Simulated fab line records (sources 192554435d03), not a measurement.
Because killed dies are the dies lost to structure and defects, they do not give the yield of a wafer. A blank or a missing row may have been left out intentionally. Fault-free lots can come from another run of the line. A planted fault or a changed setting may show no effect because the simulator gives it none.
Chamber matching    flow n5Finfet    3 sister chambers for N5_BEOL_M15_ILD_DEP_00 on pecvd-03
The step deposits SiO2 from TEOS/O2, target thk 1629.3 nm, time 346.1 s. 22 wafers are shown with their chamber, then 11 later ones without.

## WAFERS WITH THEIR CHAMBER
wafer   chamber  throttleValvePct (%)  showerheadVppV (V)  heaterPowerW (W)
L074.1  1        18.5                  1955                549
L074.3  2        17.3                  1933                702
L074.6  0        19.8                  1780                308
L075.1  1        18.8                  1924                559
L075.4  2        17.2                  1991                671
L075.5  1        18.8                  1926                448
L080.2  0        19.5                  1764                303
L080.3  2        17.4                  1943                705
L080.4  1        18.9                  1948                451
L079.1  1        18.5                  1941                531
L079.3  2        17.3                  1962                708
L079.5  0        19.8                  1775                318
L081.1  1        18.6                  1930                483
L081.3  2        17.3                  1982                735
L081.6  1        18.7                  1913                579
L083.3  2        17.4                  1935                651
L083.4  1        18.7                  1933                591
L083.5  2        17.5                  1952                741
L084.1  1        18.6                  1913                592
L084.2  0        19.6                  1767                383
L084.5  1        18.4                  1928                455
L085.2  0        19.7                  1800                381

SIGNATURES (means of the wafers above)
reading           chamber 0  chamber 1  chamber 2  scatter within a chamber
throttleValvePct  19.680     18.650     17.343     0.136
showerheadVppV    1777.20    1931.10    1956.86    17.2
heaterPowerW      338.60     523.80     701.86     48.2
Rule: for each reading, subtract the chamber's mean from the wafer's reading, divide by that reading's scatter and square the result; add these up over the readings and take the root, which gives the wafer's distance from the chamber. The wafer belongs to the nearest chamber; if the next one is less than 2 further off, it can't be placed. How the scatter is found: for the shown wafers, subtract from each reading the mean of its chamber, square and add these, divide the total by (wafers less chambers), then take the root.

## WAFERS WITHOUT THEIR CHAMBER
wafer   throttleValvePct (%)  showerheadVppV (V)  heaterPowerW (W)
L085.5  17.4                  1976                685
L085.6  19.4                  1783                311
L091.4  18.6                  1929                459
L091.5  19.4                  1797                305
L091.6  17.5                  1962                713
L093.1  17.5                  1948                711
L093.3  18.7                  1942                594
L093.4  17.5                  1958                565
L095.2  17.4                  1931                701
L095.4  19.5                  1782                315
L095.5  17.2                  1972                567

## EACH ONE'S CHAMBER
wafer   from the rows above  in truth
L085.5  2                    2
L085.6  0                    0
L091.4  1                    1
L091.5  0                    0
L091.6  2                    2
L093.1  2                    2
L093.3  1                    1
L093.4  2                    2
L095.2  2                    2
L095.4  0                    0
L095.5  2                    2
Correct placement for 11 of the 11. Can't be placed from these rows: 0. Number placed wrongly: 0.
